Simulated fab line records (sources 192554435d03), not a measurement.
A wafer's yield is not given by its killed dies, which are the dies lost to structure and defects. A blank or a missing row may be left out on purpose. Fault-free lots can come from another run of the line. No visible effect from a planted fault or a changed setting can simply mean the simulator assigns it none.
Matching of chambers -- flow n5 finfet -- N5_HKMG_FIN_ETCH_35 on rie diel-01: 4 sister chambers
The step etches SOC in N2/H2, target depth 215.8 nm, time 243.4 s. 18 wafers are shown with their chamber, then 9 later ones without.

WAFERS, EACH WITH ITS CHAMBER
wafer,chamber,showerhead plenum p Torr (Torr),throttle valve pct (%),oes product au (a.u.)
L075.1,1,2.42,17.57,0.72
L075.3,0,2.66,17.88,0.78
L075.5,2,2.61,17.80,0.99
L076.1,2,2.61,17.80,0.97
L076.2,1,2.41,17.57,0.72
L076.6,0,2.66,17.90,0.77
L086.4,1,2.41,17.61,0.71
L086.5,3,2.51,18.23,0.74
L086.6,0,2.65,17.95,0.76
L089.3,2,2.59,17.85,0.91
L089.4,1,2.40,17.62,0.70
L089.6,0,2.65,17.97,0.75
L092.1,1,2.40,17.62,0.69
L092.4,0,2.64,17.95,0.75
L092.5,1,2.40,17.61,0.70
L093.1,3,2.51,18.26,0.73
L093.4,1,2.40,17.63,0.69
L093.5,1,2.40,17.63,0.70

SIGNATURES, as means of the wafers listed above
reading,chamber 0,chamber 1,chamber 2,chamber 3,scatter within a chamber
showerhead plenum p Torr,2.6520,2.4050,2.6033,2.5100,0.00822
throttle valve pct,17.9300,17.6075,17.8167,18.2450,0.0294
oes product au,0.7620,0.7037,0.9567,0.7350,0.0192
Rule: distance of a wafer from a chamber = root of the sum over the readings of ((wafer's reading minus chamber's mean) / reading's scatter) squared. The wafer belongs to the nearest chamber; if the next one is less than 2 further off, it can't be placed. How the scatter is found: for the shown wafers, subtract from each reading the mean of its chamber, square and add these, divide the total by (wafers less chambers), then take the root.

WAFERS WITH NO CHAMBER GIVEN
wafer,showerhead plenum p Torr (Torr),throttle valve pct (%),oes product au (a.u.)
L095.1,2.64,17.98,0.74
L095.3,2.40,17.65,0.70
L095.4,2.59,17.88,0.89
L096.4,2.64,17.98,0.74
L096.5,2.59,17.90,0.88
L096.6,2.51,18.25,0.73
L097.1,2.40,17.64,0.69
L097.2,2.51,18.25,0.72
L097.5,2.51,18.26,0.73

EACH ONE'S CHAMBER
wafer,from the rows above,in truth
L095.1,0,0
L095.3,1,1
L095.4,2,2
L096.4,0,0
L096.5,2,2
L096.6,3,3
L097.1,1,1
L097.2,3,3
L097.5,3,3
Correct placement for 9 of the 9. Number that these rows cannot place: 0. 0 placed wrongly.
